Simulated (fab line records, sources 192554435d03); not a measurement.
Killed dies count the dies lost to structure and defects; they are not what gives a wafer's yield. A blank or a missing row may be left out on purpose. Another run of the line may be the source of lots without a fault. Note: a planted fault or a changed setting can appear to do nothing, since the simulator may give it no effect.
A struck lot beside a sound one + flow n5-finfet + 16 out of 1938 route steps
Sound: these wafers, L630.2, L630.4, L630.6. Struck: wafer L624.5 (left out: L624.6, a lot-mate that was not struck); the cause follows at the end.
Order at every step that has rows: each side's tool, ch and its chambers, its first start. Under that, the readings that differ: sound wafers + struck wafers + difference of the means + sigmas: that difference in standard deviations of wafers without a fault.
alike: readings with means less than 2 such deviations apart, plus words and numbers identical on both sides. not compared: withheld readings, readings lacking a value on some wafer, bounds such as >300 that could conceal the same value, and numbers that have no deviation in the record and whose values overlap.
The two part at a step that has a row with sigmas, a row that says differs or no value, or rows on one side only. Non-overlapping numbers with no deviation appear without sigmas and do not part them. A reading missing from all wafers of one side parts the sides only when that side holds two or more wafers.

N5_DUMMY_GATE_DESCUM_20: chemistry O2, time 6.2 s.
  sound on rie-diel-03 ch 0,2,3, day 7 22:14; struck on rie-diel-03 ch 1, day 6 10:01
  alike: chamber-pressure-mTorr, drypump-motor-current-A, oes-product-au, rf-vpp-V, showerhead-plenum-p-Torr, throttle-valve-pct
  not compared: rf-hours-counter-h
N5_DUMMY_GATE_ETCH_29: etches underlayer in N2/H2, target depth 13 nm.
  sound on rie-diel-03 ch 0,2,3, day 7 22:19; struck on rie-diel-03 ch 1, day 6 10:05
  alike: chamber-pressure-mTorr, drypump-motor-current-A, oes-product-au, rf-vpp-V, showerhead-plenum-p-Torr, throttle-valve-pct
  not compared: rf-hours-counter-h
then, 1 step without rows for these wafers: N5_DUMMY_GATE_ETCH_36 (etches SiARC in CF4, target depth 13 nm).
N5_DUMMY_GATE_ETCH_37: etches SOC in N2/H2, target depth 60 nm, overetch 30 nm.
  sound on rie-diel-03 ch 0,2,3, day 7 22:23; struck on rie-diel-03 ch 1, day 6 10:10
  alike: chamber-pressure-mTorr, drypump-motor-current-A, oes-product-au, rf-vpp-V, showerhead-plenum-p-Torr, throttle-valve-pct
  not compared: rf-hours-counter-h
then, 2 steps without rows for these wafers: N5_DUMMY_GATE_STRIP_38 (strips in N2/H2); N5_DUMMY_GATE_STRIP_39 (strips in N2/H2).
N5_DUMMY_GATE_TRIM_49: chemistry O2, time 29 s, target cd 14 nm.
  sound on rie-si-01 ch 0,1,3, day 7 22:28; struck on rie-si-03 ch 2, day 6 10:16
  alike: chamber-pressure-mTorr, drypump-motor-current-A, oes-product-au, throttle-valve-pct
  not compared: rf-hours-counter-h
N5_DUMMY_GATE_STRIP_40: strips in CF4.
  sound on rie-diel-05 ch 2,3, day 7 22:34; struck on rie-diel-03 ch 3, day 6 10:20
  alike: chamber-pressure-mTorr, drypump-motor-current-A, oes-product-au, rf-vpp-V, showerhead-plenum-p-Torr, throttle-valve-pct
  not compared: rf-hours-counter-h
N5_DUMMY_GATE_CD_MEAS_50: the cd target is 14 nm.
  sound on cd-sem-03 at day 7 22:37; struck on cd-sem-03 at day 6 10:23
| reading    | sound          | struck | difference | sigmas |
|------------|----------------|--------|------------|--------|
| cd-nm (nm) | 14.2 14.5 14.8 | 13.6   | -0.9       | -2     |
then, 3 steps without rows for these wafers: N5_DUMMY_GATE_ETCH_31 (etches SiO2 in C4F6/O2, target depth 82.5 nm, time 27.5 s); N5_DUMMY_GATE_STRIP_41 (strips in O2); N5_DUMMY_GATE_HM_OPEN_21 (chemistry CH3F/O2, target SiNx, target depth 120 nm, time 171.4 s).
N5_DUMMY_GATE_ETCH_32: etches SiO2 in CF4, target depth 3.5 nm, time 3.9 s.
  sound on rie-si-03 ch 0,1,3, day 7 22:55; struck on rie-si-01 ch 1, day 6 10:41
| reading                  | sound             | struck | difference | sigmas |
|--------------------------|-------------------|--------|------------|--------|
| oes-product-au (a.u.)    | 0.969 1.007 0.983 | 1.263  | +0.277     | +13    |
| throttle-valve-pct (%)   | 21.37 21.69 21.94 | 22.41  | +0.74      | +3     |
| model.etch.depth-nm (nm) | 3.458 3.541 3.405 | 5.011  | +1.543     |        |
  alike: chamber-pressure-mTorr, drypump-motor-current-A
  not compared: rf-hours-counter-h, model.SiO2_of_DUMMY_GATE_PECVD_30.thk-nm
then, 1 step without rows for these wafers: N5_DUMMY_GATE_ETCH_23 (etches poly-Si in HBr/Cl2/O2, target depth 41 nm, time 22.3 s).
N5_DUMMY_GATE_ETCH_44: etches poly-Si in HBr/O2, stops on SiO2, target depth 127.5 nm.
  sound on rie-si-03 ch 0,1,3, day 7 23:00; struck on rie-si-01 ch 1, day 6 10:47
| reading                                       | sound             | struck | difference | sigmas |
|-----------------------------------------------|-------------------|--------|------------|--------|
| throttle-valve-pct (%)                        | 18.17 18.19 18.49 | 18.67  | +0.39      | +2     |
| model.SiO2_of_DUMMY_GATE_PECVD_30.thk-nm (nm) | 38.2 39.8 40.4    | 38     | -1         |        |
  alike: chamber-pressure-mTorr, drypump-motor-current-A, oes-product-au
  not compared: rf-hours-counter-h
N5_DUMMY_GATE_CD_MEAS_24: the cd target is 15 nm.
  sound on cd-sem-02 at day 7 23:07; struck on cd-sem-02 at day 6 10:52
  alike: cd-nm

== WHERE THEY PART ==
At N5_DUMMY_GATE_CD_MEAS_50 first; at N5_DUMMY_GATE_ETCH_44 last (within this record only). Later steps at which nothing parts them and some readings are alike: N5_DUMMY_GATE_CD_MEAS_24.

WHY: what had been put in by the simulator
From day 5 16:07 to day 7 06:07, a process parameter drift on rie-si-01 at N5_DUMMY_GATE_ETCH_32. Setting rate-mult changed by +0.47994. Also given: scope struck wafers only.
